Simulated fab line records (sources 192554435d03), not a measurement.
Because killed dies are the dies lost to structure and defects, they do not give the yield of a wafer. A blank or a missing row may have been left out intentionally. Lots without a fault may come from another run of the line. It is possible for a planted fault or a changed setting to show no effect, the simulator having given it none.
Chamber matching || flow n5-finfet || N5_DUMMY_REMOVAL_HM_STRIP_01 on rie-diel-03 has 4 sister chambers
The step strips SiNx in CH3F/O2, stops on poly-Si, target depth 4 nm, time 6.8 s. 4 wafers are shown with their chamber, then 9 later ones without.

WAFERS, EACH WITH ITS CHAMBER
{"wafer": "L092.2", "chamber": 1, "drypump-motor-current-A (A)": 6.0}
{"wafer": "L092.3", "chamber": 0, "drypump-motor-current-A (A)": 4.8}
{"wafer": "L092.5", "chamber": 3, "drypump-motor-current-A (A)": 5.5}
{"wafer": "L092.6", "chamber": 2, "drypump-motor-current-A (A)": 5.3}

WAFERS WHOSE CHAMBER IS MISSING
{"wafer": "L094.1", "drypump-motor-current-A (A)": 5.3}
{"wafer": "L094.2", "drypump-motor-current-A (A)": 4.7}
{"wafer": "L094.3", "drypump-motor-current-A (A)": 6.1}
{"wafer": "L094.4", "drypump-motor-current-A (A)": 5.5}
{"wafer": "L094.5", "drypump-motor-current-A (A)": 4.7}
{"wafer": "L094.6", "drypump-motor-current-A (A)": 5.5}
{"wafer": "L097.1", "drypump-motor-current-A (A)": 6.0}
{"wafer": "L097.2", "drypump-motor-current-A (A)": 5.5}
{"wafer": "L097.5", "drypump-motor-current-A (A)": 6.0}

THE CHAMBER EACH PASSED THROUGH
{"wafer": "L094.1", "from the rows above": 2, "in truth": 2}
{"wafer": "L094.2", "from the rows above": 0, "in truth": 0}
{"wafer": "L094.3", "from the rows above": 1, "in truth": 1}
{"wafer": "L094.4", "from the rows above": 3, "in truth": 3}
{"wafer": "L094.5", "from the rows above": 0, "in truth": 0}
{"wafer": "L094.6", "from the rows above": 3, "in truth": 3}
{"wafer": "L097.1", "from the rows above": 1, "in truth": 1}
{"wafer": "L097.2", "from the rows above": 3, "in truth": 3}
{"wafer": "L097.5", "from the rows above": 1, "in truth": 1}
9 of 9 placed correctly. Can't be placed from these rows: 0. Number placed wrongly: 0.
How it was worked out, from the rows above alone: a wafer's distance from a chamber is the root of the sum, over the readings, of the square of ((its reading less the chamber's mean) divided by the reading's scatter). If the next closest chamber is less than 2 further off than the closest, the wafer can't be placed; otherwise it belongs to the closest. A chamber's mean is the mean of its shown wafers. The scatter: with one shown wafer a chamber, the root of the mean of the squares of how far each hidden wafer lies from its nearest shown one.
